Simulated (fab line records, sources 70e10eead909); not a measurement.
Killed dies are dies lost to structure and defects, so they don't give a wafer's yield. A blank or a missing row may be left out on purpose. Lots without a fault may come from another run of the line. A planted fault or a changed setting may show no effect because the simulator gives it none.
fab line records | flow nand_harc
record lots=5 wafers=15 last_day=24
route steps=1159 shown A_BLC@992 A_M0@994 END@1159
lots that met no fault: from a run of the same line without faults
start_h: hours from the record's first day to the start of the lot's first wafer shown | wait_h: hours since the lot's step before | " the same as in the row above | L1.1+2: a row that stands for several wafers | - no value, or no start given | * or withheld: withheld | < > ~ a bound
route shown NAME@n: a module of which the file shows steps, and the number in the route of the first | usual: mean/standard deviation of fault-free wafers | same: alike in all rows | chamber/n: place in a boat | sites: the reading at each site | _std_site: their standard deviation | _edge_site: outer sites' mean less inner sites' | radius_mm: how far each site lies from the wafer's centre | mask NAME#n: copy n | behind: the tool/chamber that last shaped the wafer | hold: why the lot was held/for how many hours/how that ended | device: the transistor (n, p or np) that didn't switch | end of line: the same wafers' tests at the end of the route | a step without rows: its recipe alone | killed: dies lost to structure and defects at the first sort, not the wafer's yield | map: a wafer's dies, x killed, . not, _ none there
set.NAME: the setting as run; set.NAME@STEP: as run at that earlier step | model.NAME: the simulator's own value behind a step, which no gauge read
lots at some steps of the route; a table a step, a row a wafer
services: from which hour (start_h, from the record's first day; less than 0 if before it) a tool's chamber was out of use, for how many hours, and why
## steps
# step NHARC_A_BLC_SRD_27
# step NHARC_A_BLC_INSPECT_28
# usual raw_defect_count=424/110
# columns lot.wafer tool chamber start_h wait_h raw_defect_count
L391.1 defect_inspect-02 - 409.07 0.1 347
L391.4 " - " " 367
L391.6 " - " " 459
L403.1 defect_inspect-02 - 453.14 0.1 438
L403.2 " - " " 441
L403.4 " - " " 416
L405.1 defect_inspect-01 - 493.54 0.1 319
L405.4 " - " " 454
L405.6 " - " " 365
L411.1 defect_inspect-01 - 532.28 0.1 442
L411.2 " - " " 800
L411.4 " - " " 733
L412.2 defect_inspect-01 - 532.57 0.1 335
L412.3 " - " " 415
L412.4 " - " " 337
# step NHARC_A_M0_DEP_00
# recipe target_thk_a=1500 target_thk_nm=150 temp_c=withheld pressure_torr=5 flow_sccm=200 rf_w=600 material=SiOC
# step NHARC_A_M0_DEHYDRATE_01
# recipe temp_c=150 time_s=120
# step NHARC_A_M0_HMDS_02
# recipe time_s=30
# step NHARC_A_M0_COAT_33
# recipe temp_c=200 time_s=65
# step NHARC_A_M0_COAT_03
# recipe spin_rpm=1500 resist_thk_nm=90
# step NHARC_A_M0_SOFTBAKE_04
# recipe temp_c=105 time_s=55
# step NHARC_A_M0_EBR_05
# step NHARC_A_M0_EXPOSE_06
# recipe na=1.35 target_cd_nm=80 dose_mj=83.25 mask_id=A_M0
# step NHARC_A_M0_PEB_07
# recipe peb_temp_c=100 peb_time_s=65
# step NHARC_A_M0_DEVELOP_08
# recipe develop_time_s=35 dev_temp_c=23
# usual chill_plate_temp_C=22.99/0.11
# columns lot.wafer tool chamber start_h wait_h chill_plate_temp_C
L391.1 litho_track-06 0 409 - 22.92
L391.4 " 0 " " 22.93
L391.6 " 0 " " 22.87
L403.1 litho_track-06 0 453 - 23.13
L403.2 " 0 " " 22.85
L403.4 " 0 " " 23.22
L405.1 litho_track-01 0 494 - 22.95
L405.4 " 0 " " 22.82
L405.6 " 0 " " 23.01
L411.1 litho_track-01 0 533 - 23.02
L411.2 " 0 " " 22.99
L411.4 " 0 " " 23.08
L412.2 litho_track-06 0 533 - 23.16
L412.3 " 0 " " 23.15
L412.4 " 0 " " 23.14
# step NHARC_A_M0_CD_MEAS_09
# recipe target_cd_nm=80 landing_energy_ev=500
# usual cd_nm=80.0/0.72
# columns lot.wafer tool chamber start_h wait_h cd_nm
L391.1 cd_sem-02 0 409.96 - 80.7
L391.4 " 0 " " 80.2
L391.6 " 0 " " 80.1
L403.1 cd_sem-02 0 454.06 - 77.7
L403.2 " 0 " " 77.3
L403.4 " 0 " " 77.3
L405.1 cd_sem-03 0 494.44 - 79.2
L405.4 " 0 " " 79.1
L405.6 " 0 " " 79.8
L411.1 cd_sem-01 0 533.18 - 79.8
L411.2 " 0 " " 78.9
L411.4 " 0 " " 79.9
L412.2 cd_sem-02 0 533.47 - 81.6
L412.3 " 0 " " 80.5
L412.4 " 0 " " 80.2
# step NHARC_A_M0_OVL_MEAS_10
# recipe pitch_nm=160
# usual overlay_x_nm=0.0/1 overlay_y_nm=-0.1/0.77
# columns lot.wafer tool chamber start_h wait_h overlay_x_nm overlay_y_nm
L391.1 overlay-02 - 410.07 - -0.6 -0.9
L391.4 " - " " -0.3 -0.5
L391.6 " - " " -1.1 -0.5
L403.1 overlay-01 - 454.16 - 1.9 0.8
L403.2 " - " " 1.6 0.8
L403.4 " - " " 1.3 1.2
L405.1 overlay-02 - 494.53 - -0.3 0.0
L405.4 " - " " -0.9 -0.1
L405.6 " - " " -1.1 0.4
L411.1 overlay-01 - 533.27 - 2.0 -0.7
L411.2 " - " " 2.0 -0.9
L411.4 " - " " 2.1 -0.5
L412.2 overlay-02 - 533.56 - 0.0 0.4
L412.3 " - " " 0.6 -0.5
L412.4 " - " " -0.5 0.5
# step NHARC_A_M0_INSPECT_11
# usual raw_defect_count=29/13
# columns lot.wafer tool chamber start_h wait_h raw_defect_count
L391.1 defect_inspect-01 - 410.10 0.0 36
L391.4 " - " " 32
L391.6 " - " " 37
L403.1 defect_inspect-01 - 454.19 0.0 4
L403.2 " - " " 18
L403.4 " - " " 16
L405.1 defect_inspect-02 - 494.57 0.0 39
L405.4 " - " " 37
L405.6 " - " " 32
L411.1 defect_inspect-02 - 533.31 0.0 28
L411.2 " - " " 19
L411.4 " - " " 25
L412.2 defect_inspect-02 - 533.59 0.0 39
L412.3 " - " " 41
L412.4 " - " " 50
# step NHARC_A_M0_DESCUM_14
# recipe time_s=3 o2_flow_sccm=200 ar_flow_sccm=0 bias_power_w=0 chemistry=O2
# usual drypump_motor_current_A=5.9/0.61 oes_product_au=0.995/0.011 rf_vpp_V=57.8/0.75 showerhead_plenum_p_Torr=1.94/0.068 throttle_valve_pct=11.312/0.0081
# same bias_power_w=0
# columns lot.wafer tool chamber start_h wait_h drypump_motor_current_A oes_product_au rf_hours_counter_h rf_vpp_V showerhead_plenum_p_Torr throttle_valve_pct model.A_M0.cd_nm
L391.1 rie_diel-01 3 410.16 0.1 6.4 1.010 5 58.0 1.82 11.308 80.39
L391.6 " 3 " " 6.5 1.009 - 57.7 1.82 11.303 79.41
L391.4 " 2 " " 4.9 1.009 - 57.2 1.88 11.297 80.26
L403.2 rie_diel-01 1 454.27 0.1 6.3 0.994 9 57.7 2.00 11.293 77.14
L403.4 " 2 " " 4.8 0.994 9 57.9 1.88 11.317 77.24
L403.1 " 3 " " 6.5 1.017 9 57.7 1.82 11.293 76.94
L405.1 rie_diel-05 2 494.73 0.2 5.0 0.980 11 57.8 1.86 11.309 79.65
L405.4 " 1 " " 6.4 1.004 11 57.5 1.95 11.311 79.2
L405.6 " 2 " " 5.0 0.987 - 57.3 1.86 11.307 80.64
L411.2 rie_diel-05 0 533.37 0.1 6.0 0.992 0 58.8 1.98 11.311 79.23
L411.4 " 1 " " 6.4 0.981 0 59.4 1.95 11.308 79.12
L411.1 " 3 " " 5.2 0.995 0 59.4 1.99 11.307 79.41
L412.2 rie_diel-12 2 533.66 0.1 6.4 1.022 9 58.4 2.05 11.314 81.42
L412.3 " 3 " " 6.7 0.981 9 58.1 1.96 11.315 80.41
L412.4 " 0 " " 6.2 0.982 8 58.5 1.86 11.313 80.35
# step NHARC_A_M0_ETCH_34
# recipe target_depth_a=400 overetch_a=120 time_s=43.94 ion_energy_ev=200 n2_flow_sccm=150 h2_flow_sccm=150 ar_flow_sccm=0 rf_w=400 bias_w=150 chemistry=N2/H2
# usual bias_w=150.0/0.44 drypump_motor_current_A=6.0/0.59 h2_flow_sccm=149.9/0.47 oes_product_au=0.997/0.01 rf_vpp_V=431.3/2.1 showerhead_plenum_p_Torr=2.07/0.075 throttle_valve_pct=14.172/0.0091
# columns lot.wafer tool chamber start_h wait_h bias_w drypump_motor_current_A h2_flow_sccm oes_product_au rf_hours_counter_h rf_vpp_V showerhead_plenum_p_Torr throttle_valve_pct
L391.4 rie_diel-01 3 410.27 0.0 150.3 6.5 150.6 1.012 5 427.3 1.94 14.175
L391.1 " 2 " " 150.9 4.9 149.7 0.999 6 428.7 2.00 14.174
L391.6 " 0 " " 149.8 6.4 150.2 1.003 - 434.1 2.14 14.168
L403.4 rie_diel-01 0 454.34 0.1 150.7 6.4 150.3 0.999 9 434.3 2.14 14.176
L403.2 " 1 " " 149.8 6.3 149.5 0.983 9 434.0 2.14 14.180
L403.1 " 2 " " 149.1 4.8 149.1 0.997 9 430.5 2.00 14.168
L405.4 rie_diel-05 1 494.97 0.2 150.5 6.4 149.8 1.013 11 431.9 2.08 14.172
L405.1 " 2 " " 151.2 5.0 148.9 0.990 11 430.2 1.99 14.158
L405.6 " 1 " " 151.0 6.3 150.5 0.995 - 431.8 2.08 14.175
L411.1 rie_diel-05 3 533.46 0.1 149.9 5.2 150.0 0.991 0 432.7 2.13 14.177
L411.4 " 0 " " 150.5 6.1 149.8 1.004 0 433.6 2.11 14.173
L411.2 " 1 " " 150.0 6.4 150.7 0.988 0 430.6 2.08 14.165
L412.4 rie_diel-12 3 533.74 0.1 150.9 6.6 150.1 0.995 9 431.5 2.09 14.162
L412.2 " 0 " " 149.7 6.2 149.4 0.987 8 427.8 1.99 14.182
L412.3 " 2 " " 150.3 6.5 149.0 1.012 9 435.4 2.19 14.167
# step NHARC_A_M0_ETCH_15
# recipe target_depth_a=1500 overetch_a=150 time_s=82.5 c4f8_flow_sccm=withheld ar_flow_sccm=400 rf_w=600 bias_w=300 chemistry=C4F8/Ar
# usual bias_w=300.0/0.94 oes_product_au=0.946/0.023 rf_vpp_V=441.4/2.3
# columns lot.wafer tool chamber start_h wait_h bias_w oes_product_au rf_hours_counter_h rf_vpp_V model.A_M0.cd_nm
L391.1 rie_diel-01 2 - - 299.6 0.948 6 437.9 80.85
L391.4 " 0 " " 301.3 0.954 6 443.9 80.09
L391.6 " 2 " " 299.4 0.958 - 438.7 79.33
L403.1 rie_diel-01 2 - - 300.5 0.977 9 439.6 77.18
L403.4 " 3 " " 300.0 0.988 9 439.4 77.08
L403.2 " 0 " " 298.6 0.976 9 444.3 76.88
L405.1 rie_diel-05 2 - - 299.9 0.933 11 439.1 79.28
L405.4 " 0 " " 299.7 0.959 10 441.4 79.02
L405.6 " 2 " " 300.2 0.928 - 439.3 80.04
L411.4 rie_diel-05 1 - - 299.8 0.951 0 441.6 78.75
L411.1 " 2 " " 301.1 0.967 0 439.2 79.69
L411.2 " 0 " " 299.8 0.971 0 443.1 79.27
L412.2 rie_diel-12 0 - - 301.3 0.920 8 438.2 81.41
L412.4 " 1 " " 301.2 0.905 9 441.8 80.57
L412.3 " 2 " " 299.9 0.933 9 444.2 80.32
# step NHARC_A_M0_CD_MEAS_16
# usual cd_nm=80.0/0.8
# columns lot.wafer tool chamber start_h wait_h cd_nm
L391.1 cd_sem-01 - 410.48 - 81.0
L391.4 " - " " 80.1
L391.6 " - " " 79.7
L403.1 cd_sem-02 - 454.55 - 77.3
L403.2 " - " " 76.8
L403.4 " - " " 77.0
L405.1 cd_sem-01 - 495.19 - 79.1
L405.4 " - " " 79.2
L405.6 " - " " 80.0
L411.1 cd_sem-02 - 533.67 - 79.9
L411.2 " - " " 79.5
L411.4 " - " " 78.9
L412.2 cd_sem-01 - 533.96 - 81.6
L412.3 " - " " 80.6
L412.4 " - " " 80.7
# step NHARC_END_SORT_01
# recipe temp_c=25
# usual defect_limited_yield=95.6/1.6 killed_at_array=26/10 killed_at_other=0.5/0.87 killed_at_periphery=3.0/2.5 killed_dies=29/11 killed_open=3.3/1.9 killed_short=1.8/1.5 sort_bin_2_pct=1.3/0.63 sort_bin_3_pct=0.25/0.22 sort_bin_4_pct=2.8/1.1 sort_n_pass=648/11 sort_rim_yield_pct=96.5/2.6 sort_yield_pct=95.6/1.6
# same gross_dies=677 sort_bin_5_pct[%]=0 sort_bin_6_pct[%]=0 sort_bin_7_pct[%]=0 sort_bin_8_pct[%]=0 sort_rim_n_gross=106.00
# columns lot.wafer tool chamber start_h wait_h defect_limited_yield[%] killed_at_array killed_at_other killed_at_periphery killed_dies killed_open killed_short sort_bin_2_pct[%] sort_bin_3_pct[%] sort_bin_4_pct[%] sort_n_pass sort_rim_yield_pct[%] sort_yield_pct[%]
L411.1 prober-01 0 574.35 2.5 96.0 21 1 5 27 1 0 1.6 0.15 2.2 650 93.4 96.0
L411.2 prober-01 0 575.16 2.8 96.8 15 3 4 22 4 1 1.3 0.30 1.6 655 98.1 96.8
L411.4 prober-01 0 576.79 3.4 96.0 21 2 4 27 1 1 1.2 0 2.8 650 90.6 96.0
# killed by level:class
L411.1 A_CHANNEL_HOLE_D1:chamber_film_flake=8 A_CONTACT:chamber_film_flake=7 P_M2:chamber_film_flake=4 A_STAIRCASE:chamber_film_flake=2 A_CONTACT:geometric_particle:open=1 P_GATE:chamber_film_flake=1 A_SLIT:chamber_film_flake=1 A_WL_FILL:chamber_film_flake=1
L411.2 A_CHANNEL_HOLE_D1:chamber_film_flake=7 A_STAIRCASE:chamber_film_flake=3 THIN_TSV:chamber_film_flake=3 P_GATE:geometric_particle:open=1 A_SOURCE_PLATE:geometric_particle:open=1 A_CHANNEL_FILL_D1:geometric_particle:short=1 A_CHANNEL_FILL_D1:geometric_particle:open=1 A_SGD_CUT:geometric_particle:open=1
L411.4 A_CONTACT:chamber_film_flake=7 A_CHANNEL_HOLE_D1:chamber_film_flake=6 A_STAIRCASE:chamber_film_flake=5 P_M2:chamber_film_flake=3 THIN_TSV:chamber_film_flake=2 P_M0:geometric_particle:open=1 A_WL_FILL:geometric_particle:short=1 A_WL_FILL:chamber_film_flake=1
## services
# columns tool chamber start_h hours kind
rie_diel-05 0 387.95 11.7 repair
rie_diel-01 0 397.34 - clean
rie_diel-01 1 397.34 - clean
rie_diel-01 2 397.34 - clean
rie_diel-01 3 397.34 - clean
rie_diel-05 1 398.72 - clean
rie_diel-05 2 398.72 - clean
rie_diel-05 3 398.72 - clean
rie_diel-01 1 405.93 4.3 repair
rie_diel-01 0 421.84 - clean
rie_diel-01 1 421.84 - clean
rie_diel-01 2 421.84 - clean
rie_diel-01 3 421.84 - clean
rie_diel-05 0 423.22 - clean
rie_diel-05 1 423.22 - clean
rie_diel-05 2 423.22 - clean
rie_diel-05 0 429.66 2.4 repair
litho_track-01 - 443.00 7.0 pm
litho_track-06 - 467.00 7.0 pm
rie_diel-12 2 487.17 6.4 repair
rie_diel-01 - 491.84 9.0 pm
rie_diel-05 - 517.72 9.0 pm
rie_diel-12 2 522.60 8.2 repair
rie_diel-01 3 530.24 20.2 repair
## key
first_sign step=NHARC_A_M0_CD_MEAS_09 reading=cd_nm direction=down sigmas=3.5 usual=80.0 struck=77.4
effect step=NHARC_A_M0_CD_MEAS_16 reading=cd_nm direction=down sigmas=3.7 usual=80.0 struck=77.0
model_effect step=NHARC_A_M0_DESCUM_14 value=A_M0.cd_nm without=79.49 struck=77.11
model_effect step=NHARC_A_M0_ETCH_15 value=A_M0.cd_nm without=79.43 struck=77.05
met_at NHARC_A_M0_DEVELOP_08
struck_wafers L403.1,L403.2,L403.4
onset_between 409 453
fault kind=process_parameter_drift tool=litho_track-06 chamber=- onset_h=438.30 steps=NHARC_A_M0_DEVELOP_08 channel=develop_time_s offset=* shape=step end_h=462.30 acts_in=* stated=*
